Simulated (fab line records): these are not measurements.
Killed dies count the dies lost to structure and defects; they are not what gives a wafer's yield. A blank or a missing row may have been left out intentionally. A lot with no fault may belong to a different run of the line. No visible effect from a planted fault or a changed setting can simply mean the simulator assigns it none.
One fault through the eyes of 2 desks    flow n5-finfet    each desk has only its own numbers; what lay behind them comes last

FROM THE METROLOGY DESK
Lot by lot, what the gauges showed, no matter which tool ran the lot: averages of those sampled wafers that carry a number. Marked OUT: a lot whose mean sits more than 4 standard deviations from the usual mean, which makes it out of limits; the brackets give that distance. 7 of its 10 readings are shown, namely those furthest out on some lot.
Columns: A = DIBL_N at N5_BEOL_M4_RC_MEAS_101, usual 36.3 mV/V; B = IOFF_N at N5_BEOL_M4_RC_MEAS_101, usual 0.155 nA/um; C = IOFF_P at N5_BEOL_M4_RC_MEAS_101, usual 0.204 nA/um; D = ION_N at N5_BEOL_M4_RC_MEAS_101, usual 671 uA/um; E = SS_N at N5_BEOL_M4_RC_MEAS_101, usual 71.5 mV/dec; F = VT_N at N5_BEOL_M4_RC_MEAS_101, usual 250.2 mV; G = VT_P at N5_BEOL_M4_RC_MEAS_101, usual -251 mV
lot   first seen here  A     B      C      D    E     F      G
L790  day 9 20:37      36.0  0.144  0.179  669  71.3  252.7  -256
L793  day 10 22:15     36.7  0.159  0.200  673  71.7  249.8  -252
L796  day 11 07:46     36.0  0.156  0.177  674  71.3  251.1  -257
L797  day 11 13:34     36.1  0.142  0.165  668  71.4  251.6  -256
L798  day 11 15:41     38.2  0.160  0.207  673  72.2  248.7  -250
L799  day 11 22:47     35.6  0.151  0.199  664  71.2  250.2  -254
L804  day 13 06:14     36.8  0.172  0.230  674  71.2  247.8  -247
L805  day 13 14:47     34.5  0.117  0.176  653  71.3  253.8  -252
This desk's finding: nothing out of limits on any of the 8 lots.

THE TOOL OWNER'S DESK: rie-diel-01
The tool's own readings at N5_MOL_CONTACT_COAG_ETCH_47 (etches SiNx in CH3F/O2, stops on W, target depth 27 nm): means of the sampled wafers that have a number, for each lot that ran on this tool. Marked OUT: a lot whose mean sits more than 4 standard deviations from the usual mean, which makes it out of limits; the brackets give that distance.
Columns: A = bias-w at N5_MOL_CONTACT_COAG_ETCH_47, usual 72.99 W; B = drypump-motor-current-A at N5_MOL_CONTACT_COAG_ETCH_47, usual 5.8 A; C = etch-rf-on-time-s at N5_MOL_CONTACT_COAG_ETCH_47, usual 31.4 s; D = oes-product-au at N5_MOL_CONTACT_COAG_ETCH_47, usual 0.70 a.u.; E = rf-vpp-V at N5_MOL_CONTACT_COAG_ETCH_47, usual 296.0 V; F = showerhead-plenum-p-Torr at N5_MOL_CONTACT_COAG_ETCH_47, usual 2.02 Torr; G = throttle-valve-pct at N5_MOL_CONTACT_COAG_ETCH_47, usual 16.25 %
lot   first seen here  A      B    C               D     E      F     G
L790  day 7 03:03      72.97  5.4  31.5            0.70  300.6  2.10  16.10
L793  day 7 22:44      73.03  5.2  31.4            0.73  298.3  2.11  16.03
L796  day 8 18:11      72.90  5.7  37.6 (+14) OUT  0.68  297.7  2.03  16.02
L798  day 9 01:25      72.82  5.6  37.6 (+14) OUT  0.67  297.6  2.02  16.01
L799  day 9 03:55      73.06  5.3  37.3 (+13) OUT  0.70  299.3  2.09  15.95
This desk finds L796, L798, L799 out of limits, L796 being first, at day 8 18:11 (etch-rf-on-time-s at N5_MOL_CONTACT_COAG_ETCH_47). Within limits: L790, L793.

PUT TOGETHER
At day 8 18:11, on L796, L798, L799, the tool owner's desk was in a position to raise an alarm.
At the metrology desk, nothing out of limits was observed.
The metrology desk holds a record of L796, L798, L799, inside its limits.
The lots listed all ran N5_MOL_CONTACT_COAG_ETCH_47 on rie-diel-01.

WHAT THE SIMULATOR HAD INSERTED
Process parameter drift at N5_MOL_CONTACT_COAG_ETCH_47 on rie-diel-01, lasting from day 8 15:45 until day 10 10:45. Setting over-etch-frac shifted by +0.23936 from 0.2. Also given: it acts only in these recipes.
Shown lots that were struck: L796, L798, L799.
Delay in hours, fault start to first out-of-limits reading, by desk: the tool owner's desk at 2.
